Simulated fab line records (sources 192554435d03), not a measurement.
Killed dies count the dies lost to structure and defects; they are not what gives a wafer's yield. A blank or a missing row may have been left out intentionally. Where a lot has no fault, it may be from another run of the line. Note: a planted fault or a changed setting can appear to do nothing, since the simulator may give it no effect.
Split-lot study :: flow n5Finfet :: on a route of 1938 steps: 7 lots, 21 wafers read

THE SPLIT
At N5_MOL_CONTACT_COAG_COAT_104 (time 60 s, resist thk 12 nm), the setting spinRpm was moved away from the recipe's 1500 rpm on 6 of the 21 wafers read, by -11.1% to -4.3%. The other wafers ran this setting at the recipe's value.

FROM THE SPLIT TO THE READING: what the file shows between them, 4 steps
- N5_MOL_CONTACT_COAG_COAT_58: time 60 s, resist thk 10 nm
- N5_MOL_CONTACT_COAG_COAT_02: resist thk 30 nm
- N5_MOL_CONTACT_COAG_DESCUM_13: chemistry O2, time 7 s
- N5_MOL_CONTACT_COAG_ETCH_59: etches underlayer in N2/H2, target depth 13 nm, time 10.4 s

THE READING
etch.depthNm (the simulator's own value, which no gauge read), in nm, at N5_MOL_CONTACT_COAG_ETCH_105 (etches SiARC in CF4, target depth 15.6 nm, time 26 s). There is no usual value for it anywhere in the file. The 15 wafers here that ran the recipe average 12.00 nm, standard deviation 0.041 nm.

wafer: L075.1
tool, chamber at the split: lithoTrack-02, 0
spinRpm as run, rpm: 1500
against the recipe: recipe
etch.depthNm, nm: 12.05
against lot-mates on the recipe: -

wafer: L075.4
tool, chamber at the split: lithoTrack-02, 0
spinRpm as run, rpm: 1500
against the recipe: recipe
etch.depthNm, nm: 12.06
against lot-mates on the recipe: -

wafer: L075.6
tool, chamber at the split: lithoTrack-02, 0
spinRpm as run, rpm: 1500
against the recipe: recipe
etch.depthNm, nm: 12.09
against lot-mates on the recipe: -

wafer: L077.1
tool, chamber at the split: lithoTrack-02, 0
spinRpm as run, rpm: 1435
against the recipe: -4.3%
etch.depthNm, nm: 12.26
against lot-mates on the recipe: +0.22

wafer: L077.4
tool, chamber at the split: lithoTrack-02, 0
spinRpm as run, rpm: 1500
against the recipe: recipe
etch.depthNm, nm: 12.04
against lot-mates on the recipe: -

wafer: L077.5
tool, chamber at the split: lithoTrack-02, 0
spinRpm as run, rpm: 1435
against the recipe: -4.3%
etch.depthNm, nm: 12.29
against lot-mates on the recipe: +0.25

wafer: L084.2
tool, chamber at the split: lithoTrack-04, 0
spinRpm as run, rpm: 1500
against the recipe: recipe
etch.depthNm, nm: 11.97
against lot-mates on the recipe: -

wafer: L084.4
tool, chamber at the split: lithoTrack-04, 0
spinRpm as run, rpm: 1500
against the recipe: recipe
etch.depthNm, nm: 11.96
against lot-mates on the recipe: -

wafer: L084.6
tool, chamber at the split: lithoTrack-04, 0
spinRpm as run, rpm: 1500
against the recipe: recipe
etch.depthNm, nm: 11.95
against lot-mates on the recipe: -

wafer: L090.1
tool, chamber at the split: lithoTrack-04, 0
spinRpm as run, rpm: 1333
against the recipe: -11.1%
etch.depthNm, nm: 12.68
against lot-mates on the recipe: +0.69

wafer: L090.4
tool, chamber at the split: lithoTrack-04, 0
spinRpm as run, rpm: 1500
against the recipe: recipe
etch.depthNm, nm: 11.99
against lot-mates on the recipe: -

wafer: L090.5
tool, chamber at the split: lithoTrack-04, 0
spinRpm as run, rpm: 1333
against the recipe: -11.1%
etch.depthNm, nm: 12.7
against lot-mates on the recipe: +0.71

wafer: L092.2
tool, chamber at the split: lithoTrack-01, 0
spinRpm as run, rpm: 1500
against the recipe: recipe
etch.depthNm, nm: 11.98
against lot-mates on the recipe: -

wafer: L092.3
tool, chamber at the split: lithoTrack-01, 0
spinRpm as run, rpm: 1355
against the recipe: -9.7%
etch.depthNm, nm: 12.62
against lot-mates on the recipe: +0.64

wafer: L092.5
tool, chamber at the split: lithoTrack-01, 0
spinRpm as run, rpm: 1355
against the recipe: -9.7%
etch.depthNm, nm: 12.64
against lot-mates on the recipe: +0.66

wafer: L095.2
tool, chamber at the split: lithoTrack-04, 0
spinRpm as run, rpm: 1500
against the recipe: recipe
etch.depthNm, nm: 12.02
against lot-mates on the recipe: -

wafer: L095.3
tool, chamber at the split: lithoTrack-04, 0
spinRpm as run, rpm: 1500
against the recipe: recipe
etch.depthNm, nm: 12
against lot-mates on the recipe: -

wafer: L095.6
tool, chamber at the split: lithoTrack-04, 0
spinRpm as run, rpm: 1500
against the recipe: recipe
etch.depthNm, nm: 12.01
against lot-mates on the recipe: -

wafer: L097.3
tool, chamber at the split: lithoTrack-02, 0
spinRpm as run, rpm: 1500
against the recipe: recipe
etch.depthNm, nm: 11.97
against lot-mates on the recipe: -

wafer: L097.4
tool, chamber at the split: lithoTrack-02, 0
spinRpm as run, rpm: 1500
against the recipe: recipe
etch.depthNm, nm: 11.99
against lot-mates on the recipe: -

wafer: L097.6
tool, chamber at the split: lithoTrack-02, 0
spinRpm as run, rpm: 1500
against the recipe: recipe
etch.depthNm, nm: 11.95
against lot-mates on the recipe: -

THE FIT
A straight line over all 21 wafers: etch.depthNm changes by -0.0631 nm for each +1% of spinRpm; r = -0.99; the points scatter about the line by 0.038 nm.
The same after taking each lot's own level away (the mean of its wafers on the recipe; 21 wafers): -0.0642 nm for each +1%; r = -1.00; scatter 0.021 nm.
That fit puts the effect of the largest move of spinRpm on the reading at 0.71 nm.
Measured against the standard deviation above, the lots' own levels, which go from 11.960 to 12.067 nm, span 2.6 times it.
Consequently the slope shifts little with the lot-to-lot level, the two slopes agreeing.
Check: with one of the wafers moved furthest among these (-11.1%) left out of the fit, the line predicts +0.72 nm for it against its lot-mates. Against them it came out at +0.69 nm.

FURTHER SPLITS ON THESE WAFERS
Other splits were also applied to these wafers ahead of the reading. Each is held against what the fit with the lots' levels taken away leaves over:
other split on the same wafers: N5_SD_EPI_P_EPI_21 tempC
wafers away from the commonest value: 6
r with etch.depthNm (lot level and that fit taken away): +0.04

other split on the same wafers: N5_HKMG_FIN_COAT_42 spinRpm
wafers away from the commonest value: 7
r with etch.depthNm (lot level and that fit taken away): -0.38

other split on the same wafers: N5_HKMG_FIN_COAT_43 spinRpm
wafers away from the commonest value: 7
r with etch.depthNm (lot level and that fit taken away): -0.24

other split on the same wafers: N5_HKMG_FIN_EXPOSE_09 doseMj
wafers away from the commonest value: 4
r with etch.depthNm (lot level and that fit taken away): +0.20

other split on the same wafers: N5_HKMG_FIN_ETCH_35 sourceW
wafers away from the commonest value: 4
r with etch.depthNm (lot level and that fit taken away): -0.28

THE WHOLE CHAIN: every reading that the file lists as answering this split, in the file's order
step: N5_MOL_CONTACT_COAG_COAT_104
what it does: time 60 s, resist thk 12 nm
reading: SiARC_of_MOL_CONTACT_COAG_COAT_104.thkNm (the simulator's own value, which no gauge read)
change (the file's fit): -0.0612 nm for each +1% of the setting
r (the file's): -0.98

step: N5_MOL_CONTACT_COAG_ETCH_105
what it does: etches SiARC in CF4, target depth 15.6 nm, time 26 s
reading: etch.depthNm (the simulator's own value, which no gauge read)
change (the file's fit): -0.0639 nm for each +1% of the setting
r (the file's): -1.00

THE FILE'S OWN FIT
etch.depthNm changes by -0.0639 nm for each +1% of spinRpm, r = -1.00.
